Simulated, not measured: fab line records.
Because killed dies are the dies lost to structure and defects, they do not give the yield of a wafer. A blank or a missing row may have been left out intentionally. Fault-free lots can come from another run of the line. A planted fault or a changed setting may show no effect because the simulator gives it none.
Matching of chambers	flow nandHarc	NHARC_P_BONDPAD_ETCH_37 on rieDiel-12 has 4 sister chambers
The step etches the open film in N2/H2, target depth 60 nm, overetch 18 nm, time 65.91 s. 4 wafers are shown with their chamber, then 12 later ones without.

== WAFERS, EACH WITH ITS CHAMBER ==
wafer	chamber	showerheadPlenumPTorr (Torr)
L090.2	1	1.94
L090.4	0	1.97
L090.5	3	2.11
L090.6	2	2.04

== WAFERS MISSING THEIR CHAMBER ==
wafer	showerheadPlenumPTorr (Torr)
L091.2	1.97
L091.5	2.11
L091.6	1.97
L093.2	1.94
L093.4	1.97
L093.5	2.04
L095.1	1.97
L095.2	2.11
L095.4	1.94
L095.3	2.04
L095.5	2.10
L095.6	1.97

== THE CHAMBER EACH PASSED THROUGH ==
wafer	from the rows above	in truth
L091.2	0	0
L091.5	3	3
L091.6	0	0
L093.2	1	1
L093.4	0	0
L093.5	2	2
L095.1	0	0
L095.2	3	3
L095.4	1	1
L095.3	2	2
L095.5	3	3
L095.6	0	0
12 of 12 placed correctly. Not placeable from these rows: 0. Number placed wrongly: 0.
How it was worked out, from the rows above alone: a wafer's distance from a chamber is the root of the sum, over the readings, of the square of ((its reading less the chamber's mean) divided by the reading's scatter). If the next closest chamber is less than 2 further off than the closest, the wafer can't be placed; otherwise it belongs to the closest. Each chamber's mean is taken over the wafers shown for it. The scatter: with one shown wafer a chamber, the root of the mean of the squares of how far each hidden wafer lies from its nearest shown one.
